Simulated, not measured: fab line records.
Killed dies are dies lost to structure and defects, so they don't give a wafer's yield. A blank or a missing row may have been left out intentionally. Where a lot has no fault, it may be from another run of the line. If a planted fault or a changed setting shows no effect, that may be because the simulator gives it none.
fab line records	flow n5_finfet
record lots=10	wafers=29	last_day=18
route steps=1938 shown BEOL_M5@1135 PASSIVATION@1936
lots with no fault: from the same line, run without faults
start_h: hours from the record's opening day to when the first of the lot's shown wafers began	wait_h: hours from the lot's prior step to this one	" identical to the entry in the row above	L1.1+2: a single row standing in for several wafers	- no value, or no start given	* or withheld: withheld	< > ~ a bound
route shown NAME@n: NAME is a module with steps in the file, n the number in the route of the first one	usual: mean/standard deviation taken from wafers without a fault	same: alike in all rows	chamber/n: place in a boat	sites: each site's reading	_std_site: their standard deviation	_edge_site: the outer-site mean with the inner-site mean subtracted	radius_mm: how far each site lies from the wafer's centre	mask NAME#n: copy n	behind: the tool/chamber that last shaped the wafer	hold: what put the lot on hold/how long, in hours/how the hold closed	device: names the non-switching transistor (n, p or np)	end of line: the same wafers' tests at the end of the route	a step without rows: its recipe alone	killed: not the wafer's yield, but the dies lost to structure and defects at the first sort	map: a wafer's dies, marking killed ones x, the rest . and places with no die _
set.NAME: the setting that was run; set.NAME@STEP: the one run at that earlier step	model.NAME: the simulator's own value behind a step, which no gauge read
route steps across a sampled set of lots; one table per step, one row per wafer
services: the hour from which a tool's chamber was out of use, counted from the record's first day as start_h (under 0 if before that day), plus the number of hours and why
## steps
# step N5_BEOL_M5_STRIP_64
# recipe chemistry=CF4	resist=SiARC	power_w=300	bias_power_w=75	pressure_mtorr=50	cf4_flow_sccm=150	rf_frequency_hz=6e+07
# usual drypump_motor_current_A=5.7/0.38	oes_product_au=0.78/0.083	rf_vpp_V=271.4/1.6	showerhead_plenum_p_Torr=1.81/0.055	throttle_valve_pct=13.56/0.25
lot.wafer	tool	chamber	start_h	wait_h	drypump_motor_current_A	oes_product_au	rf_hours_counter_h	rf_vpp_V	showerhead_plenum_p_Torr	throttle_valve_pct
L955.4	rie_diel-06	1	168.69	0.0	5.5	0.67	235	272.0	1.76	13.59
L955.5	"	2	"	"	5.2	0.71	-	272.4	1.86	13.83
L955.6	"	3	"	"	5.5	0.88	-	273.5	1.82	13.25
L956.1	rie_diel-06	3	179.71	0.0	5.5	0.87	34	272.0	1.82	13.25
L956.2	"	2	"	"	5.2	0.71	190	271.5	1.86	13.84
L956.6	"	2	"	"	5.2	0.71	-	272.5	1.86	13.84
L963.1	rie_diel-06	3	222.16	0.0	5.5	0.85	51	270.5	1.81	13.30
L963.2	"	2	"	"	5.2	0.69	206	272.8	1.85	13.89
L963.3	"	0	"	"	5.9	0.92	9	268.8	1.76	13.24
L967.1	rie_diel-06	1	247.46	0.0	5.5	0.94	6	270.8	1.75	13.07
L967.4	"	2	"	"	5.2	0.69	214	271.8	1.85	13.89
L967.5	"	3	"	"	5.5	0.83	-	272.3	1.81	13.30
L968.2	rie_diel-06	1	250.10	0.0	5.5	0.95	7	269.8	1.75	13.09
L968.5	"	3	"	"	5.5	0.83	-	271.9	1.81	13.30
L968.6	"	2	"	"	5.2	0.69	-	272.4	1.85	13.89
L969.3	rie_diel-01	1	255.34	0.0	6.4	0.84	57	268.7	1.76	13.40
L969.4	"	3	"	"	5.9	0.80	123	273.4	1.88	13.56
L969.6	"	3	"	"	5.9	0.80	-	274.0	1.88	13.57
L970.3	rie_diel-01	1	269.54	0.0	6.4	0.84	61	268.2	1.75	13.40
L970.4	"	3	"	"	5.9	0.79	128	273.4	1.88	13.57
L970.6	"	0	"	"	5.3	0.76	-	269.5	1.81	13.87
L971.2	rie_diel-01	1	274.10	0.0	6.4	0.84	63	269.3	1.75	13.39
L971.4	"	0	"	"	5.4	0.76	112	272.2	1.81	13.89
L971.6	"	0	"	"	5.3	0.76	-	271.2	1.81	13.86
L973.2	rie_diel-02	0	281.87	0.0	5.9	0.92	11	274.2	1.88	13.59
L973.4	"	1	"	"	5.2	0.72	-	267.1	1.71	13.39
L973.6	"	0	"	"	5.9	0.92	-	272.9	1.88	13.59
L976.1	rie_diel-02	3	312.83	0.0	6.4	0.93	9	270.1	1.76	13.23
L976.3	"	0	"	"	5.9	0.89	22	272.7	1.88	13.61
# step N5_BEOL_M5_EXPOSE_25
# recipe mask_id=V4	na=0.33	source_shape=quasar	sigma_inner=0.2	sigma_outer=0.6	polarization=unpolarized	defocus_nm=10	dose_mj=52.75
# usual exposure_dose_mJ_cm2=52.66/0.078
lot.wafer	tool	chamber	start_h	wait_h	mask	exposure_dose_mJ_cm2
L955.4	euv_scanner-01	0	170.41	-	V4#0	52.78
L955.5	"	0	"	"	V4#0	52.81
L955.6	"	0	"	"	V4#0	52.73
L956.1	euv_scanner-01	0	180.33	-	V4#0	52.71
L956.2	"	0	"	"	V4#0	52.67
L956.6	"	0	"	"	V4#0	52.73
L963.1	euv_scanner-01	0	224.45	-	V4#0	52.81
L963.2	"	0	"	"	V4#0	52.72
L963.3	"	0	"	"	V4#0	52.78
L967.1	euv_scanner-02	0	247.98	-	V4#0	52.58
L967.4	"	0	"	"	V4#0	52.66
L967.5	"	0	"	"	V4#0	52.56
L968.2	euv_scanner-01	0	252.33	-	V4#0	51.46
L968.5	"	0	"	"	V4#0	51.40
L968.6	"	0	"	"	V4#0	51.42
L969.3	euv_scanner-01	0	255.77	-	V4#0	51.63
L969.4	"	0	"	"	V4#0	51.67
L969.6	"	0	"	"	V4#0	51.63
L970.3	euv_scanner-02	0	270.20	-	V4#0	52.51
L970.4	"	0	"	"	V4#0	52.59
L970.6	"	0	"	"	V4#0	52.57
L971.2	euv_scanner-02	0	275.68	-	V4#0	52.69
L971.4	"	0	"	"	V4#0	52.61
L971.6	"	0	"	"	V4#0	52.54
L973.2	euv_scanner-02	0	283.97	-	V4#0	52.56
L973.4	"	0	"	"	V4#0	52.57
L973.6	"	0	"	"	V4#0	52.57
L976.1	euv_scanner-02	0	323.74	-	V4#0	52.62
L976.3	"	0	"	"	V4#0	52.58
# step N5_BEOL_M5_DESCUM_33
# recipe chemistry=O2	time_s=7	source_power_w=50	bias_power_w=20	pressure_mtorr=20	rf_frequency_hz=2.712e+07	temp_c=40	resist=CAR-EUV	o2_flow_sccm=225
# usual drypump_motor_current_A=5.7/0.39	o2_flow_sccm=225.0/0.7	oes_product_au=0.78/0.092	rf_vpp_V=243.0/1.3	showerhead_plenum_p_Torr=2.09/0.067	throttle_valve_pct=20.43/0.25
# same time_s=7
lot.wafer	tool	chamber	start_h	wait_h	drypump_motor_current_A	o2_flow_sccm	oes_product_au	rf_hours_counter_h	rf_vpp_V	showerhead_plenum_p_Torr	throttle_valve_pct
L955.4	rie_diel-02	3	170.91	0.3	6.4	224.7	0.67	219	243.4	2.07	20.54
L955.5	"	1	"	"	5.2	225.9	0.78	-	241.5	2.01	20.12
L955.6	"	2	"	"	5.8	224.8	0.72	-	243.0	2.17	20.55
L956.1	rie_diel-02	1	181.15	0.6	5.2	224.4	0.76	161	240.8	2.01	20.15
L956.2	"	2	"	"	5.8	224.4	0.72	191	244.1	2.17	20.55
L956.6	"	1	"	"	5.2	225.9	0.77	-	240.7	2.01	20.15
L963.1	rie_diel-06	2	224.78	0.1	5.2	225.1	0.71	207	244.8	2.15	20.67
L963.2	"	0	"	"	6.0	225.2	0.94	9	242.3	2.07	20.38
L963.3	"	3	"	"	5.5	225.5	0.86	51	243.5	2.12	20.17
L967.1	rie_diel-06	2	248.56	0.4	5.2	225.1	0.69	214	243.8	2.15	20.67
L967.4	"	1	"	"	5.5	224.8	0.96	6	242.4	2.07	20.09
L967.5	"	1	"	"	5.5	224.9	0.95	-	243.7	2.07	20.08
L968.2	rie_diel-06	2	252.70	0.2	5.2	225.2	0.70	216	243.5	2.15	20.66
L968.5	"	2	"	"	5.2	225.6	0.70	-	243.8	2.15	20.67
L968.6	"	3	"	"	5.5	223.4	0.85	-	244.5	2.12	20.20
L969.3	rie_diel-02	2	256.01	0.0	5.8	226.0	0.70	217	244.8	2.16	20.60
L969.4	"	2	"	"	5.7	225.0	0.70	-	243.3	2.16	20.61
L969.6	"	1	"	"	5.2	225.1	0.74	-	241.7	2.00	20.19
L970.3	rie_diel-01	3	270.44	0.0	5.9	225.4	0.80	129	244.5	2.20	20.50
L970.4	"	2	"	"	5.6	224.9	0.70	209	242.8	2.05	20.07
L970.6	"	2	"	"	5.6	224.5	0.70	-	242.7	2.05	20.06
L971.2	rie_diel-06	2	275.93	0.0	5.2	225.6	0.69	224	244.2	2.15	20.68
L971.4	"	1	"	"	5.5	224.9	0.94	10	243.0	2.07	20.07
L971.6	"	3	"	"	5.5	224.5	0.84	-	243.2	2.12	20.22
L973.2	rie_diel-06	2	284.27	0.1	5.2	225.0	0.69	227	243.8	2.15	20.70
L973.4	"	1	"	"	5.5	224.4	0.94	13	243.3	2.06	20.09
L973.6	"	0	"	"	5.9	224.9	0.89	-	244.1	2.06	20.42
L976.1	rie_diel-01	1	324.00	0.0	6.4	224.6	0.82	76	242.3	2.03	20.33
L976.3	"	3	"	"	5.9	224.6	0.77	145	244.5	2.20	20.52
# step N5_BEOL_M5_ETCH_68
# recipe chemistry=N2/H2	target=SOC	target_depth_a=800	overetch_a=160	mask_material=SiARC	temp_c=40	time_s=120	ion_energy_ev=200	pressure_mtorr=30	source_w=840	bias_w=150	n2_flow_sccm=200	h2_flow_sccm=200
# usual drypump_motor_current_A=5.7/0.4	oes_product_au=0.60/0.068	rf_vpp_V=523.7/2.3	showerhead_plenum_p_Torr=2.54/0.081	throttle_valve_pct=17.80/0.24
# same time_s=120
lot.wafer	tool	chamber	start_h	wait_h	drypump_motor_current_A	oes_product_au	rf_hours_counter_h	rf_vpp_V	showerhead_plenum_p_Torr	throttle_valve_pct
L955.4	rie_diel-02	3	170.99	0.0	6.4	0.52	219	524.1	2.50	17.81
L955.5	"	1	"	"	5.2	0.58	-	521.8	2.45	17.59
L955.6	"	2	"	"	5.8	0.56	-	527.0	2.65	18.01
L956.1	rie_diel-02	1	181.23	0.0	5.2	0.58	161	521.5	2.44	17.59
L956.2	"	2	"	"	5.8	0.55	191	526.4	2.64	18.01
L956.6	"	1	"	"	5.2	0.58	-	521.0	2.44	17.59
L963.1	rie_diel-06	2	224.86	0.0	5.2	0.54	207	526.3	2.64	18.13
L963.2	"	0	"	"	5.9	0.70	9	522.2	2.48	17.64
L963.3	"	3	"	"	5.5	0.65	51	526.8	2.56	17.51
L967.1	rie_diel-06	2	248.64	0.0	5.2	0.53	214	526.2	2.63	18.14
L967.4	"	1	"	"	5.5	0.73	6	523.5	2.51	17.48
L967.5	"	1	"	"	5.5	0.73	-	522.1	2.51	17.50
L968.2	rie_diel-06	2	252.78	0.0	5.2	0.54	216	526.8	2.63	18.15
L968.5	"	2	"	"	5.2	0.53	-	526.6	2.63	18.15
L968.6	"	3	"	"	5.5	0.64	-	523.5	2.56	17.52
L969.3	rie_diel-02	2	256.09	0.0	5.8	0.54	217	525.0	2.63	18.06
L969.4	"	2	"	"	5.8	0.54	-	525.5	2.63	18.08
L969.6	"	1	"	"	5.2	0.56	-	520.4	2.43	17.62
L970.3	rie_diel-01	3	270.52	0.0	5.9	0.61	129	526.3	2.63	17.63
L970.4	"	2	"	"	5.6	0.54	209	524.4	2.53	17.84
L970.6	"	2	"	"	5.6	0.53	-	522.3	2.53	17.85
L971.2	rie_diel-06	2	276.01	0.0	5.2	0.53	224	526.8	2.63	18.17
L971.4	"	1	"	"	5.5	0.72	10	522.9	2.51	17.49
L971.6	"	3	"	"	5.5	0.63	-	525.3	2.55	17.53
L973.2	rie_diel-06	2	284.35	0.0	5.2	0.53	227	526.0	2.63	18.17
L973.4	"	1	"	"	5.5	0.73	13	521.5	2.51	17.49
L973.6	"	0	"	"	5.9	0.67	-	524.1	2.47	17.68
L976.1	rie_diel-01	1	324.08	0.0	6.5	0.63	76	523.8	2.46	17.65
L976.3	"	3	"	"	5.9	0.60	145	526.2	2.63	17.65
# step N5_PASSIVATION_PROBE_49
# usual defect_limited_yield=91.4/1.5	killed_at_M0_to_M3=35/11	killed_at_M4_up=16/7	killed_at_contacts=11/5.3	killed_at_front_end=37/11	killed_at_other=3.1/2.8	killed_dies=102/18	killed_open=69/15	killed_short=31/7.8	sort_bin_5_function=5.1/1.1	sort_bin_6_memory=3.2/0.69	sort_n_pass=1078/18	sort_yield_pct=91.4/1.5
# same gross_dies=1180	killed_at_back_side=0	sort_bin_4_leakage[%]=0	sort_bin_8_speed[%]=0
lot.wafer	tool	chamber	start_h	wait_h	defect_limited_yield[%]	killed_at_M0_to_M3	killed_at_M4_up	killed_at_contacts	killed_at_front_end	killed_at_other	killed_dies	killed_open	killed_short	sort_bin_5_function[%]	sort_bin_6_memory[%]	sort_n_pass	sort_yield_pct[%]
L968.2	prober-02	-	350.84	0.1	89.0	46	34	13	35	2	130	83	42	6.1	4.7	1050	89.0
L968.5	prober-02	-	350.99	0.2	90.3	35	34	7	34	4	114	74	31	5.1	3.9	1066	90.3
L968.6	prober-02	-	351.04	0.3	90.5	53	22	6	31	0	112	77	29	5.3	3.9	1068	90.5
L969.3	prober-01	-	356.70	0.1	90.6	52	20	7	29	3	111	65	42	6.3	3.0	1069	90.6
L969.4	prober-01	-	356.75	0.2	92.7	31	16	11	27	1	86	55	24	4.0	3.1	1094	92.7
L969.6	prober-01	-	356.85	0.3	89.3	35	35	8	44	4	126	91	28	6.0	4.4	1054	89.3
# killed by level:class
L968.2 BEOL_M4:geometric_particle:open=14 BEOL_M3:geometric_particle:open=13 MOL_CONTACT_COAG:geometric_particle:open=10 BEOL_M1:geometric_particle:open=9 GATE_CUT:geometric_particle:short=8 BEOL_M0_SAQP:geometric_particle:open=8 BEOL_M0_SAQP:geometric_particle:short=8 FIN_SAQP:geometric_particle:short=6
L968.5 BEOL_M1:geometric_particle:open=13 BEOL_M4:geometric_particle:open=12 STARTING-WAFER:geometric_particle:open=8 BEOL_M5:area_expose=8 GATE_CUT:geometric_particle:short=7 MOL_CONTACT_COAG:geometric_particle:open=6 BEOL_M0_SAQP:geometric_particle:short=6 BEOL_M3:geometric_particle:open=6
L968.6 BEOL_M1:geometric_particle:open=16 BEOL_M2:geometric_particle:open=12 FIN_SAQP:geometric_particle:open=8 BEOL_M0_SAQP:geometric_particle:short=8 FIN_SAQP:geometric_particle:short=6 BEOL_M3:geometric_particle:open=6 BEOL_M4:geometric_particle:open=6 BEOL_M5:area_expose=6
L969.3 BEOL_M0_SAQP:geometric_particle:short=19 BEOL_M0_SAQP:geometric_particle:open=13 BEOL_M1:geometric_particle:open=11 BEOL_M4:geometric_particle:open=9 STI_FIN_REVEAL:geometric_particle:open=6 MOL_CONTACT_COAG:geometric_particle:open=6 FIN_SAQP:geometric_particle:short=5 BEOL_M2:geometric_particle:open=5
L969.4 STI_FIN_REVEAL:geometric_particle:open=13 BEOL_M1:geometric_particle:open=9 MOL_CONTACT_COAG:geometric_particle:open=6 BEOL_M0_SAQP:geometric_particle:short=6 GATE_CUT:geometric_particle:open=5 BEOL_M0_SAQP:geometric_particle:open=5 MOL_CONTACT_COAG:geometric_particle:short=5 BEOL_M4:geometric_particle:open=4
L969.6 BEOL_M4:geometric_particle:open=24 FIN_SAQP:geometric_particle:open=19 BEOL_M3:geometric_particle:open=7 FIN_SAQP:geometric_particle:short=6 BEOL_M1:geometric_particle:open=6 BEOL_M5:area_expose=6 MOL_CONTACT_COAG:geometric_particle:open=5 BEOL_M0:geometric_particle:open=5
## services
tool	chamber	start_h	hours	kind
euv_scanner-02	-	156.60	1.0	pm
euv_scanner-01	-	157.61	1.0	pm
euv_scanner-01	-	158.92	4.6	pm
rie_diel-06	2	162.47	4.1	repair
rie_diel-01	-	165.45	15.6	pm
rie_diel-06	0	175.79	-	clean
rie_diel-06	0	175.79	-	consumable_replace:focus_ring
rie_diel-06	0	175.79	25.3	scheduled_down
rie_diel-06	0	175.79	25.3	vent_cycle
euv_scanner-02	-	183.91	1.4	repair
euv_scanner-02	-	190.51	1.0	pm
euv_scanner-01	-	201.91	1.0	pm
rie_diel-06	1	206.38	-	clean
rie_diel-06	1	206.38	-	consumable_replace:focus_ring
euv_scanner-01	-	207.21	12.0	pm
euv_scanner-02	-	238.59	0.3	repair
euv_scanner-02	-	246.66	1.0	pm
euv_scanner-02	-	250.49	5.8	pm
rie_diel-06	1	250.77	15.2	repair
euv_scanner-01	-	256.27	5.8	pm
euv_scanner-02	-	302.81	1.0	pm
rie_diel-01	1	306.06	3.2	repair
euv_scanner-01	-	314.21	1.0	pm
rie_diel-01	2	317.52	13.2	repair
## key
first_sign step=N5_BEOL_M5_EXPOSE_25	reading=exposure_dose_mJ_cm2	direction=down	sigmas=14	usual=52.66	struck=51.53
effect none on later readings
met_at N5_BEOL_M5_EXPOSE_25
struck_lots L968,L969
loop_trim step=N5_BEOL_M5_EXPOSE_25	setting=dose	lots=L969
not_acting_at N5_BEOL_M5_STRIP_64,N5_BEOL_M5_DESCUM_33,N5_BEOL_M5_ETCH_68
onset_between 224.45 252.33
fault kind=process_parameter_drift	tool=euv_scanner-01	chamber=-	onset_h=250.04	steps=N5_BEOL_M5_EXPOSE_25	channel=dose_mj	offset=-1.3223	shape=step	acts_in=these_recipes_only	stated=52.75
# loop_trim: a control loop set the setting to another value than it would have without faults
